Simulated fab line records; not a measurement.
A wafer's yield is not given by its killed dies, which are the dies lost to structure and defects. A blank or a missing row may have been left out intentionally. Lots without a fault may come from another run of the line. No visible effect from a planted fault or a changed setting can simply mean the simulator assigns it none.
Which tool did it? -- flow nand_harc -- Sampling: 12 lots, 36 wafers, 6 of 1302 route steps

WHAT THE GAUGES SHOWED, per wafer
NHARC_A_BONDPAD_THK_MEAS_20: measures by xrf. Usual: thk_nm at 170.1 nm, with a standard deviation of 1.5.
lot,measured,on,thk_nm (nm),flag
L643,day 24 00:07,film_metro-02,171.2 169.0 168.2,
L646,day 24 16:39,film_metro-01,171.3 169.5 169.8,
L644,day 24 17:51,film_metro-02,169.8 171.0 169.4,
L654,day 28 11:40,film_metro-01,403.2 404.9 397.3 403.7 405.1 397.2,OFF
L651,day 28 15:22,film_metro-02,400.4 396.5 406.7 398.5 396.3 405.3,OFF
L655,day 28 21:02,film_metro-01,399.1 397.6 401.3 400.4 395.2 402.1,OFF
L659,day 30 10:17,film_metro-02,170.8 168.9 169.0,
L660,day 30 17:20,film_metro-01,170.2 166.9 170.4,
L661,day 31 07:54,film_metro-01,171.5 169.1 171.0,
L662,day 31 14:19,film_metro-01,168.3 168.0 169.8,
L663,day 31 18:41,film_metro-01,171.3 170.5 170.7,
L665,day 33 10:18,film_metro-02,169.3 168.6 168.3,

NHARC_END_SORT_01. Usual: defect_limited_yield 91.8 %, standard deviation 2.5; killed_at_array 51, standard deviation 17; killed_at_other 1.0, standard deviation 1.2; killed_at_periphery 3.4, standard deviation 2.5; killed_dies 56, standard deviation 17; killed_open 3.3, standard deviation 2.1; killed_short 2.6, standard deviation 1.6; sort_bin_2_pct 2.8 %, standard deviation 1.1; sort_bin_3_pct 0.6 %, standard deviation 0.34; sort_bin_4_pct 4.9 %, standard deviation 1.5; sort_n_pass 621, standard deviation 17; sort_rim_yield_pct 93 %, standard deviation 4; sort_yield_pct 91.8 %, standard deviation 2.5.
lot,measured,on,defect_limited_yield (%),killed_at_array,killed_at_other,killed_at_periphery,killed_dies,killed_open,killed_short,sort_bin_2_pct (%),sort_bin_3_pct (%),sort_bin_4_pct (%),sort_n_pass,sort_rim_yield_pct (%),sort_yield_pct (%),flag
L643,day 25 05:56,prober-01,89.2 91.6 91.4,67 51 55,2 1 0,4 5 3,73 57 58,2 7 10,6 2 1,3.7 1.9 2.5,0.4 0.7 0.6,6.6 5.8 5.5,604 620 619,95 84 91,89.2 91.6 91.4,
L646,day 25 22:46,prober-02,92.5 93.5 94.2,48 35 34,1 0 1,2 9 4,51 44 39,5 2 3,3 1 3,2.4 1.5 2.2,0.4 0.6 0.3,4.7 4.4 3.2,626 633 638,84 90 90,92.5 93.5 94.2,
L644,day 25 22:52,prober-01,92.8 92.8 92.9,43 41 44,0 4 1,6 4 3,49 49 48,5 4 1,1 1 2,1.8 2.4 1.8,0.4 0.4 0.4,5.0 4.4 4.9,628 628 629,92 98 97,92.8 92.8 92.9,
L659,day 31 17:35,prober-02,89.1 88.9 91.0,70 74 56,2 1 2,2 0 3,74 75 61,2 1 6,2 3 1,4.4 3.7 2.8,1.3 0.7 0.3,5.2 6.6 5.9,603 602 616,96 92 90,89.1 88.9 91.0,
L660,day 31 21:12,prober-01,91.1 91.6 91.1,55 51 58,3 3 2,2 3 0,60 57 60,3 4 1,3 2 1,2.4 3.0 2.2,0.7 0.3 0,5.8 5.2 6.6,617 620 617,95 97 97,91.1 91.6 91.1,
L661,day 32 18:13,prober-01,92.0 95.7 92.3,52 24 48,1 1 0,1 4 4,54 29 52,3 2 2,2 1 1,2.1 1.0 1.9,0.1 0.6 0.3,5.8 2.7 5.5,623 648 625,93 92 99,92.0 95.7 92.3,
L662,day 33 02:01,prober-01,93.2 94.7 93.9,40 31 39,2 1 0,4 4 2,46 36 41,4 1 0,1 3 2,1.9 2.4 1.5,0.4 0.3 0.4,4.4 2.7 4.1,631 641 636,96 96 95,93.2 94.7 93.9,
L663,day 33 11:23,prober-01,90.1 91.0 91.1,61 56 54,3 2 3,3 3 3,67 61 60,4 5 3,3 1 0,4.0 2.5 2.2,0.7 0.4 0.9,5.2 6.1 5.8,610 616 617,88 92 94,90.1 91.0 91.1,
L665,day 34 19:15,prober-01,87.9 88.3 90.5,76 74 60,1 0 1,5 5 3,82 79 64,5 1 3,2 3 3,4.4 4.6 3.1,1.2 0.6 1.0,6.5 6.5 5.3,595 598 613,90 91 92,87.9 88.3 90.5,

WHICH TOOL RAN EACH LOT (tool, then ch and the chambers of the sampled wafers, then the start)
lot,NHARC_A_BONDPAD_CMP_29,NHARC_A_BONDPAD_ETCH_34,NHARC_A_BONDPAD_DEGAS_25,NHARC_A_BONDPAD_CMP_19
L643,"cmp-01 ch 0,1,3, day 23 20:46","rie_diel-04 ch 1,3, day 23 21:51","pvd_sputter-02, day 23 22:43","cmp-04 ch 0,1,3, day 23 23:50"
L646,"cmp-01 ch 0,2, day 24 13:14","rie_diel-08 ch 0,2,3, day 24 14:25","pvd_sputter-02, day 24 15:15","cmp-01 ch 0,2, day 24 16:20"
L644,"cmp-04 ch 0,2,3, day 24 14:31","rie_diel-08 ch 0,1, day 24 15:36","pvd_sputter-01, day 24 16:27","cmp-02 ch 0,2,3, day 24 17:32"
L654,"cmp-02 ch 0,1,2, day 28 08:09","rie_diel-08 ch 0,1,2, day 28 09:07","pvd_sputter-02, day 28 09:58","cmp-01 ch 0,3, day 28 11:23"
L651,"cmp-02 ch 0,1,3, day 28 12:00","rie_diel-04 ch 0,1,2, day 28 13:07","pvd_sputter-02, day 28 13:58","cmp-04 ch 0,1,2, day 28 15:03"
L655,"cmp-04 ch 0,3, day 28 17:40","rie_diel-08 ch 0,1,2, day 28 18:47","pvd_sputter-03, day 28 19:38","cmp-04 ch 0,2,3, day 28 20:46"
L659,"cmp-02 ch 0,2,3, day 30 06:56","rie_diel-08 ch 0,1, day 30 08:02","pvd_sputter-02, day 30 08:53","cmp-02 ch 0,1,3, day 30 09:58"
L660,"cmp-01 ch 1,2, day 30 13:53","rie_diel-08 ch 0,2,3, day 30 14:50","pvd_sputter-02, day 30 15:43","cmp-04 ch 0,2, day 30 17:01"
L661,"cmp-04 ch 0,2,3, day 31 04:13","rie_diel-04 ch 1,2,3, day 31 05:29","pvd_sputter-03, day 31 06:31","cmp-04 ch 0,3, day 31 07:35"
L662,"cmp-04 ch 0,1,2, day 31 11:00","rie_diel-08 ch 0,2,3, day 31 12:04","pvd_sputter-01, day 31 12:55","cmp-02 ch 0,1,2, day 31 13:59"
L663,"cmp-04 ch 2,3, day 31 15:16","rie_diel-08 ch 0,3, day 31 16:23","pvd_sputter-01, day 31 17:18","cmp-01 ch 1,2,3, day 31 18:27"
L665,"cmp-02 ch 1,2,3, day 33 06:56","rie_diel-08 ch 1,2,3, day 33 08:03","pvd_sputter-02, day 33 08:54","cmp-04 ch 1,2,3, day 33 10:02"
- NHARC_A_BONDPAD_CMP_29: polishes SiCN, target thk 200 nm.
- NHARC_A_BONDPAD_ETCH_34: etches the open film in N2/H2, target depth 60 nm, overetch 18 nm, time 65.91 s.
- NHARC_A_BONDPAD_DEGAS_25: time 60 s.
- NHARC_A_BONDPAD_CMP_19: polishes, t overpolish 30 s, cu recess touch 16 s, target thk 169.82 nm.

AS READ BY THE TOOLS THEMSELVES (means over the sampled wafers that have a number; for cases with no such wafer, the mark the record gives instead)
NHARC_A_BONDPAD_CMP_29. Usual: edge_zone_pressure_frac 1.000, standard deviation 0.0052; motor_current_A 12.6 A, standard deviation 1.5.
lot,tool,edge_zone_pressure_frac,motor_current_A (A),flag
L643,cmp-01,0.999,12.9,
L646,cmp-01,1.000,13.0,
L644,cmp-04,0.996,11.7,
L654,cmp-02,1.000,14.2,
L651,cmp-02,1.003,14.0,
L655,cmp-04,0.998,11.1,
L659,cmp-02,0.999,12.8,
L660,cmp-01,0.995,12.3,
L661,cmp-04,1.000,11.9,
L662,cmp-04,0.999,11.2,
L663,cmp-04,0.997,12.9,
L665,cmp-02,1.001,13.1,

NHARC_A_BONDPAD_ETCH_34. Usual: drypump_motor_current_A 5.7 A, standard deviation 0.35; oes_product_au 0.998 a.u., standard deviation 0.01; rf_vpp_V 430.3 V, standard deviation 2.3; showerhead_plenum_p_Torr 2.03 Torr, standard deviation 0.075; throttle_valve_pct 14.171 %, standard deviation 0.0086.
lot,tool,drypump_motor_current_A (A),oes_product_au (a.u.),rf_vpp_V (V),showerhead_plenum_p_Torr (Torr),throttle_valve_pct (%),flag
L643,rie_diel-04,5.6,1.000,429.7,2.01,14.171,
L646,rie_diel-08,5.7,1.002,430.7,2.03,14.168,
L644,rie_diel-08,5.7,0.998,432.2,2.09,14.174,
L654,rie_diel-08,5.5,0.997,430.4,2.02,14.175,
L651,rie_diel-04,5.8,1.002,429.3,1.99,14.171,
L655,rie_diel-08,5.5,0.996,430.2,2.02,14.171,
L659,rie_diel-08,5.7,0.994,432.1,2.09,14.166,
L660,rie_diel-08,5.7,0.999,430.8,2.03,14.167,
L661,rie_diel-04,5.8,0.988,430.5,2.04,14.174,
L662,rie_diel-08,5.7,1.002,430.5,2.03,14.179,
L663,rie_diel-08,6.0,0.987,430.9,2.07,14.169,
L665,rie_diel-08,5.7,1.001,429.7,2.00,14.168,

NHARC_A_BONDPAD_DEGAS_25. Usual: heater_power_w at 464 W, with a standard deviation of 28.
lot,tool,heater_power_w (W),flag
L643,pvd_sputter-02,465,
L646,pvd_sputter-02,471,
L644,pvd_sputter-01,470,
L654,pvd_sputter-02,448,
L651,pvd_sputter-02,463,
L655,pvd_sputter-03,439,
L659,pvd_sputter-02,445,
L660,pvd_sputter-02,458,
L661,pvd_sputter-03,514,
L662,pvd_sputter-01,473,
L663,pvd_sputter-01,475,
L665,pvd_sputter-02,461,

NHARC_A_BONDPAD_CMP_19. Usual: edge_zone_pressure_frac 1.000, standard deviation 0.0054; motor_current_A 12.3 A, standard deviation 1.7; overpolish_run_s 30.001 s, standard deviation 0.0096.
lot,tool,edge_zone_pressure_frac,motor_current_A (A),overpolish_run_s (s),flag
L643,cmp-04,1.006,10.9,29.997,
L646,cmp-01,0.996,13.1,30.000,
L644,cmp-02,0.997,13.1,29.992,
L654,cmp-01,-,-,-,OFF
L651,cmp-04,-,-,-,OFF
L655,cmp-04,-,-,-,OFF
L659,cmp-02,1.002,14.1,30.000,
L660,cmp-04,1.002,10.0,29.993,
L661,cmp-04,0.999,9.9,30.002,
L662,cmp-02,0.999,13.6,30.004,
L663,cmp-01,1.000,13.1,30.006,
L665,cmp-04,0.999,12.2,29.997,

THE ANSWER, worked out from the rows above alone
Rule: a lot counts as off when the mean over its wafers that have a number is more than 3 standard deviations away from the usual mean. Also off: a lot with no number at a reading for which 4 or more lots have one. Where the step has rows for the other lots, those lots are counted as sound. The gauges are gone through in route order, then the tools' own readings, and for those a lot's mean is taken as printed above. At the first step where some lot is off, the reading lying furthest off is the one used; lots without a number count as furthest.
Off at NHARC_A_BONDPAD_THK_MEAS_20 (thk_nm): L654, L651, L655.
A tool fits if, at a process step before that reading, it ran every lot that is off, and no sound lot after the first of them. The gauges at NHARC_A_BONDPAD_THK_MEAS_20 aren't tried: what is off there is off at NHARC_A_BONDPAD_CMP_19 too, on other tools, and a gauge's error can't cause that. None of those tried fits.

WHAT WAS PUT IN BY THE SIMULATOR
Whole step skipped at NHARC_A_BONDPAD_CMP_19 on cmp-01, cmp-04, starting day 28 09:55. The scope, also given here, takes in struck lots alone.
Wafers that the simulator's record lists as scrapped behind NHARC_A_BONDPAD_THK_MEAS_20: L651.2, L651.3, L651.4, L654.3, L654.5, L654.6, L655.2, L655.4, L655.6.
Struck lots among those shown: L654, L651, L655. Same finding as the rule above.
